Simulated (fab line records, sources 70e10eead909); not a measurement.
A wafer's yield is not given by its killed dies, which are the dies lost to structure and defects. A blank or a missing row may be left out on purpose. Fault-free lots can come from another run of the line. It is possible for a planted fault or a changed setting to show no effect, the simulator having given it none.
Which tool did it? || flow nand-harc || 33 wafers from 11 lots sampled at 8 of the route's 1302 steps

WHAT THE GAUGES SHOWED, per wafer
NHARC_A_ONON_D2_THK_MEAS_18: measures by ellipsometry.
{"lot": "L196", "measured": "day 12 19:51", "on": "film-metro-02", "thk-nm (nm)": "1016 1015 1017"}
{"lot": "L197", "measured": "day 14 00:40", "on": "film-metro-02", "thk-nm (nm)": "1008 1009 1008"}
{"lot": "L199", "measured": "day 14 05:49", "on": "film-metro-02", "thk-nm (nm)": "1000 1000 999"}
{"lot": "L201", "measured": "day 15 02:07", "on": "film-metro-01", "thk-nm (nm)": "1008 1010 1010"}
{"lot": "L200", "measured": "day 15 02:07", "on": "film-metro-02", "thk-nm (nm)": "995 994 995"}
{"lot": "L202", "measured": "day 15 16:29", "on": "film-metro-01", "thk-nm (nm)": "996 997 996"}
{"lot": "L207", "measured": "day 17 17:56", "on": "film-metro-01", "thk-nm (nm)": "999 997 997"}
{"lot": "L209", "measured": "day 18 14:32", "on": "film-metro-02", "thk-nm (nm)": "992 991 992"}
{"lot": "L212", "measured": "day 19 12:53", "on": "film-metro-02", "thk-nm (nm)": "994 992 993"}
{"lot": "L215", "measured": "day 20 22:46", "on": "film-metro-02", "thk-nm (nm)": "1007 1006 1004"}
{"lot": "L216", "measured": "day 21 06:25", "on": "film-metro-01", "thk-nm (nm)": "1013 1012 1012"}

NHARC_A_ONON_D2_THK_MEAS_24: measures by ellipsometry.
{"lot": "L196", "measured": "day 12 20:59", "on": "film-metro-02", "thk-nm (nm)": "996 995 996"}
{"lot": "L197", "measured": "day 14 01:48", "on": "film-metro-01", "thk-nm (nm)": "999 1002 1001"}
{"lot": "L199", "measured": "day 14 06:56", "on": "film-metro-02", "thk-nm (nm)": "1007 1008 1007"}
{"lot": "L201", "measured": "day 15 03:16", "on": "film-metro-02", "thk-nm (nm)": "1003 1002 1005"}
{"lot": "L200", "measured": "day 15 03:16", "on": "film-metro-01", "thk-nm (nm)": "1003 1004 1006"}
{"lot": "L202", "measured": "day 15 17:37", "on": "film-metro-01", "thk-nm (nm)": "992 991 991"}
{"lot": "L207", "measured": "day 17 19:04", "on": "film-metro-01", "thk-nm (nm)": "998 1000 998"}
{"lot": "L209", "measured": "day 18 15:40", "on": "film-metro-01", "thk-nm (nm)": "1008 1008 1007"}
{"lot": "L212", "measured": "day 19 14:01", "on": "film-metro-02", "thk-nm (nm)": "1013 1014 1014"}
{"lot": "L215", "measured": "day 20 23:53", "on": "film-metro-01", "thk-nm (nm)": "1010 1009 1011"}
{"lot": "L216", "measured": "day 21 07:34", "on": "film-metro-02", "thk-nm (nm)": "998 1001 1002"}

NHARC_A_CHANNEL_HOLE_D2_CD_MEAS_10: the cd target is 100 nm.
{"lot": "L196", "measured": "day 13 02:55", "on": "cd-sem-01", "cd-nm (nm)": "100.1 100.8 99.5"}
{"lot": "L197", "measured": "day 14 09:40", "on": "cd-sem-01", "cd-nm (nm)": "100.4 99.6 100.1"}
{"lot": "L199", "measured": "day 14 11:32", "on": "cd-sem-01", "cd-nm (nm)": "100.2 99.9 99.7"}
{"lot": "L201", "measured": "day 15 10:53", "on": "cd-sem-03", "cd-nm (nm)": "99.2 99.9 99.1"}
{"lot": "L200", "measured": "day 15 10:44", "on": "cd-sem-01", "cd-nm (nm)": "100.6 100.7 101.4"}
{"lot": "L202", "measured": "day 16 03:26", "on": "cd-sem-02", "cd-nm (nm)": "99.9 100.1 100.1"}
{"lot": "L207", "measured": "day 18 01:58", "on": "cd-sem-03", "cd-nm (nm)": "105.5 105.8 105.4"}
{"lot": "L209", "measured": "day 18 21:20", "on": "cd-sem-02", "cd-nm (nm)": "103.5 104.0 104.0"}
{"lot": "L212", "measured": "day 19 18:40", "on": "cd-sem-01", "cd-nm (nm)": "100.3 99.9 99.8"}
{"lot": "L215", "measured": "day 21 09:56", "on": "cd-sem-02", "cd-nm (nm)": "100.6 100.4 100.2"}
{"lot": "L216", "measured": "day 21 11:57", "on": "cd-sem-02", "cd-nm (nm)": "99.9 99.3 100.1"}

NHARC_A_CHANNEL_HOLE_D2_CD_MEAS_31.
{"lot": "L196", "measured": "day 13 09:50", "on": "cd-sem-02", "cd-nm (nm)": "89.4 89.8 88.4"}
{"lot": "L197", "measured": "day 14 16:33", "on": "cd-sem-02", "cd-nm (nm)": "89.5 89.5 89.6"}
{"lot": "L199", "measured": "day 14 20:43", "on": "cd-sem-01", "cd-nm (nm)": "91.2 90.5 90.2"}
{"lot": "L201", "measured": "day 15 19:30", "on": "cd-sem-01", "cd-nm (nm)": "88.2 87.6 88.9"}
{"lot": "L200", "measured": "day 15 17:38", "on": "cd-sem-02", "cd-nm (nm)": "91.4 89.8 92.1"}
{"lot": "L202", "measured": "day 16 13:28", "on": "cd-sem-03", "cd-nm (nm)": "88.7 90.7 90.4"}
{"lot": "L207", "measured": "day 18 11:10", "on": "cd-sem-03", "cd-nm (nm)": "94.9 94.9 95.3"}
{"lot": "L209", "measured": "day 19 04:14", "on": "cd-sem-01", "cd-nm (nm)": "94.2 93.6 94.4"}
{"lot": "L212", "measured": "day 20 02:42", "on": "cd-sem-03", "cd-nm (nm)": "89.2 89.1 90.5"}
{"lot": "L215", "measured": "day 21 16:59", "on": "cd-sem-02", "cd-nm (nm)": "88.4 89.1 89.0"}
{"lot": "L216", "measured": "day 21 18:59", "on": "cd-sem-03", "cd-nm (nm)": "89.7 89.6 88.9"}

NHARC_END_SORT_01.
{"lot": "L212", "measured": "day 33 14:49", "on": "prober-01", "killed-at-array": "61 49 33", "killed-at-other": "2 2 1", "killed-at-periphery": "10 5 6", "killed-dies": "73 56 40", "killed-open": "1 3 1", "killed-short": "1 3 1"}

WHAT TOOL EACH LOT RAN ON (gives the tool, then ch and the chambers of the sampled wafers, and finally the start)
{"lot": "L196", "NHARC_A_CHANNEL_HOLE_D2_PEB_08": "litho-track-06 ch 0, day 13 02:50", "NHARC_A_CHANNEL_HOLE_D2_ETCH_38": "rie-diel-11 ch 0,1,2, day 13 03:13", "NHARC_A_CHANNEL_HOLE_D2_XSEM_32": "xsem-02 ch 0, day 13 09:56"}
{"lot": "L197", "NHARC_A_CHANNEL_HOLE_D2_PEB_08": "litho-track-04 ch 0, day 14 09:35", "NHARC_A_CHANNEL_HOLE_D2_ETCH_38": "rie-diel-10 ch 1,2, day 14 09:57", "NHARC_A_CHANNEL_HOLE_D2_XSEM_32": "xsem-01 ch 0, day 14 16:38"}
{"lot": "L199", "NHARC_A_CHANNEL_HOLE_D2_PEB_08": "litho-track-04 ch 0, day 14 11:28", "NHARC_A_CHANNEL_HOLE_D2_ETCH_38": "rie-diel-11 ch 0,2,3, day 14 11:49", "NHARC_A_CHANNEL_HOLE_D2_XSEM_32": "xsem-01 ch 0, day 14 20:49"}
{"lot": "L201", "NHARC_A_CHANNEL_HOLE_D2_PEB_08": "litho-track-06 ch 0, day 15 10:49", "NHARC_A_CHANNEL_HOLE_D2_ETCH_38": "rie-diel-10 ch 0,1,2, day 15 11:10", "NHARC_A_CHANNEL_HOLE_D2_XSEM_32": "xsem-02 ch 0, day 15 19:36"}
{"lot": "L200", "NHARC_A_CHANNEL_HOLE_D2_PEB_08": "litho-track-01 ch 0, day 15 10:39", "NHARC_A_CHANNEL_HOLE_D2_ETCH_38": "rie-diel-11 ch 0,1,3, day 15 11:00", "NHARC_A_CHANNEL_HOLE_D2_XSEM_32": "xsem-02 ch 0, day 15 17:43"}
{"lot": "L202", "NHARC_A_CHANNEL_HOLE_D2_PEB_08": "litho-track-01 ch 0, day 16 03:22", "NHARC_A_CHANNEL_HOLE_D2_ETCH_38": "rie-diel-11 ch 1,2,3, day 16 03:43", "NHARC_A_CHANNEL_HOLE_D2_XSEM_32": "xsem-02 ch 0, day 16 13:33"}
{"lot": "L207", "NHARC_A_CHANNEL_HOLE_D2_PEB_08": "litho-track-04 ch 0, day 18 01:53", "NHARC_A_CHANNEL_HOLE_D2_ETCH_38": "rie-diel-12 ch 0,2,3, day 18 02:14", "NHARC_A_CHANNEL_HOLE_D2_XSEM_32": "xsem-01 ch 0, day 18 11:16"}
{"lot": "L209", "NHARC_A_CHANNEL_HOLE_D2_PEB_08": "litho-track-04 ch 0, day 18 21:16", "NHARC_A_CHANNEL_HOLE_D2_ETCH_38": "rie-diel-11 ch 0,1,3, day 18 21:37", "NHARC_A_CHANNEL_HOLE_D2_XSEM_32": "xsem-01 ch 0, day 19 04:20"}
{"lot": "L212", "NHARC_A_CHANNEL_HOLE_D2_PEB_08": "litho-track-06 ch 0, day 19 18:34", "NHARC_A_CHANNEL_HOLE_D2_ETCH_38": "rie-diel-12 ch 0,1,3, day 19 18:56", "NHARC_A_CHANNEL_HOLE_D2_XSEM_32": "xsem-02 ch 0, day 20 02:47"}
{"lot": "L215", "NHARC_A_CHANNEL_HOLE_D2_PEB_08": "litho-track-06 ch 0, day 21 09:51", "NHARC_A_CHANNEL_HOLE_D2_ETCH_38": "rie-diel-12 ch 0,2,3, day 21 10:12", "NHARC_A_CHANNEL_HOLE_D2_XSEM_32": "xsem-02 ch 0, day 21 17:04"}
{"lot": "L216", "NHARC_A_CHANNEL_HOLE_D2_PEB_08": "litho-track-01 ch 0, day 21 11:52", "NHARC_A_CHANNEL_HOLE_D2_ETCH_38": "rie-diel-10 ch 0,2,3, day 21 12:13", "NHARC_A_CHANNEL_HOLE_D2_XSEM_32": "xsem-01 ch 0, day 21 19:04"}
- NHARC_A_CHANNEL_HOLE_D2_PEB_08: peb time 65 s.
- NHARC_A_CHANNEL_HOLE_D2_ETCH_38: etches the open film in CF4, target depth 39 nm, time 65 s.
- NHARC_A_CHANNEL_HOLE_D2_XSEM_32

WHAT THE TOOLS THEMSELVES READ (means of the sampled wafers that have a number; where no wafer has one, the mark that the record gives instead)
NHARC_A_CHANNEL_HOLE_D2_ETCH_38.
{"lot": "L196", "tool": "rie-diel-11", "drypump-motor-current-A (A)": 5.8, "oes-product-au (a.u.)": 1.001, "rf-vpp-V (V)": 151.6, "showerhead-plenum-p-Torr (Torr)": 1.79, "throttle-valve-pct (%)": 13.291}
{"lot": "L197", "tool": "rie-diel-10", "drypump-motor-current-A (A)": 5.4, "oes-product-au (a.u.)": 0.996, "rf-vpp-V (V)": 151.0, "showerhead-plenum-p-Torr (Torr)": 1.74, "throttle-valve-pct (%)": 13.287}
{"lot": "L199", "tool": "rie-diel-11", "drypump-motor-current-A (A)": 5.6, "oes-product-au (a.u.)": 1.008, "rf-vpp-V (V)": 153.2, "showerhead-plenum-p-Torr (Torr)": 1.83, "throttle-valve-pct (%)": 13.286}
{"lot": "L201", "tool": "rie-diel-10", "drypump-motor-current-A (A)": 5.8, "oes-product-au (a.u.)": 1.008, "rf-vpp-V (V)": 151.0, "showerhead-plenum-p-Torr (Torr)": 1.77, "throttle-valve-pct (%)": 13.281}
{"lot": "L200", "tool": "rie-diel-11", "drypump-motor-current-A (A)": 5.7, "oes-product-au (a.u.)": 1.002, "rf-vpp-V (V)": 152.6, "showerhead-plenum-p-Torr (Torr)": 1.82, "throttle-valve-pct (%)": 13.283}
{"lot": "L202", "tool": "rie-diel-11", "drypump-motor-current-A (A)": 5.7, "oes-product-au (a.u.)": 0.996, "rf-vpp-V (V)": 151.9, "showerhead-plenum-p-Torr (Torr)": 1.82, "throttle-valve-pct (%)": 13.290}
{"lot": "L207", "tool": "rie-diel-12", "drypump-motor-current-A (A)": 6.2, "oes-product-au (a.u.)": 1.006, "rf-vpp-V (V)": 151.6, "showerhead-plenum-p-Torr (Torr)": 1.77, "throttle-valve-pct (%)": 13.280}
{"lot": "L209", "tool": "rie-diel-11", "drypump-motor-current-A (A)": 5.7, "oes-product-au (a.u.)": 1.009, "rf-vpp-V (V)": 151.7, "showerhead-plenum-p-Torr (Torr)": 1.82, "throttle-valve-pct (%)": 13.273}
{"lot": "L212", "tool": "rie-diel-12", "drypump-motor-current-A (A)": 6.2, "oes-product-au (a.u.)": 1.009, "rf-vpp-V (V)": 151.4, "showerhead-plenum-p-Torr (Torr)": 1.74, "throttle-valve-pct (%)": 13.282}
{"lot": "L215", "tool": "rie-diel-12", "drypump-motor-current-A (A)": 6.3, "oes-product-au (a.u.)": 1.009, "rf-vpp-V (V)": 151.1, "showerhead-plenum-p-Torr (Torr)": 1.77, "throttle-valve-pct (%)": 13.283}
{"lot": "L216", "tool": "rie-diel-10", "drypump-motor-current-A (A)": 6.0, "oes-product-au (a.u.)": 1.001, "rf-vpp-V (V)": 151.5, "showerhead-plenum-p-Torr (Torr)": 1.81, "throttle-valve-pct (%)": 13.278}

NHARC_A_CHANNEL_HOLE_D2_XSEM_32.
{"lot": "L196", "tool": "xsem-02", "bot-cd-nm (nm)": 74.4, "bow-nm (nm)": 8.66, "tilt-deg (degrees)": 0.05}
{"lot": "L197", "tool": "xsem-01", "bot-cd-nm (nm)": 74.4, "bow-nm (nm)": 8.48, "tilt-deg (degrees)": 0.06}
{"lot": "L199", "tool": "xsem-01", "bot-cd-nm (nm)": 75.8, "bow-nm (nm)": 8.73, "tilt-deg (degrees)": 0.03}
{"lot": "L201", "tool": "xsem-02", "bot-cd-nm (nm)": 72.4, "bow-nm (nm)": 9.09, "tilt-deg (degrees)": 0.06}
{"lot": "L200", "tool": "xsem-02", "bot-cd-nm (nm)": 75.3, "bow-nm (nm)": 9.20, "tilt-deg (degrees)": 0.12}
{"lot": "L202", "tool": "xsem-02", "bot-cd-nm (nm)": 72.9, "bow-nm (nm)": 8.38, "tilt-deg (degrees)": 0.07}
{"lot": "L207", "tool": "xsem-01", "bot-cd-nm (nm)": 79.8, "bow-nm (nm)": 8.69, "tilt-deg (degrees)": 0.09}
{"lot": "L209", "tool": "xsem-01", "bot-cd-nm (nm)": 79.0, "bow-nm (nm)": 8.84, "tilt-deg (degrees)": 0.03}
{"lot": "L212", "tool": "xsem-02", "bot-cd-nm (nm)": 74.2, "bow-nm (nm)": 8.20, "tilt-deg (degrees)": 0.02}
{"lot": "L215", "tool": "xsem-02", "bot-cd-nm (nm)": 73.5, "bow-nm (nm)": 8.20, "tilt-deg (degrees)": 0.07}
{"lot": "L216", "tool": "xsem-01", "bot-cd-nm (nm)": 74.3, "bow-nm (nm)": 8.55, "tilt-deg (degrees)": 0.11}

THE ANSWER, worked out from the rows above alone
Rule: the lots themselves supply what counts as usual. The widest of any qualifying gaps counts: lots, ordered by their means at a reading, are off when they make up no more than a third of the lots, leave a main group of 4 or more, and stand apart from it by 3 or more times the standard deviation of that group's means. If all means in a main group match to the digits the tables above print for the reading, that group is not used. Also off: a lot with no number at a reading for which 4 or more lots have one. Any other lot the step has rows for is counted as sound. After the gauges, taken in route order, come the tools' own readings; for these a lot's mean is taken, as printed above. At the first step where some lot is off, the reading lying furthest off is the one used; lots without a number count as furthest.
Off at NHARC_A_CHANNEL_HOLE_D2_CD_MEAS_10 (cd-nm): L207, L209. Main group: mean 100.1 nm, sd 0.39.
A tool fits if, at a process step before that reading, it ran every lot that is off, and no sound lot after the first of them. Not tried: the gauges at NHARC_A_CHANNEL_HOLE_D2_CD_MEAS_10; whatever is off there is also off at NHARC_A_CHANNEL_HOLE_D2_XSEM_32, on other tools, and gauge error can't account for it. One fits: litho-track-04 at NHARC_A_CHANNEL_HOLE_D2_PEB_08. Its last sound lot is L199 (day 14 11:28), its first lot that is off L207 (day 18 01:53): a fault that began between those two fits.

WHAT WAS PUT IN BY THE SIMULATOR
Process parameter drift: litho-track-04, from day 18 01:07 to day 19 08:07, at NHARC_A_CHANNEL_HOLE_D2_PEB_08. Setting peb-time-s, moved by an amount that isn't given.
Shown lots that were struck: L207, L209. The rule above found the same.
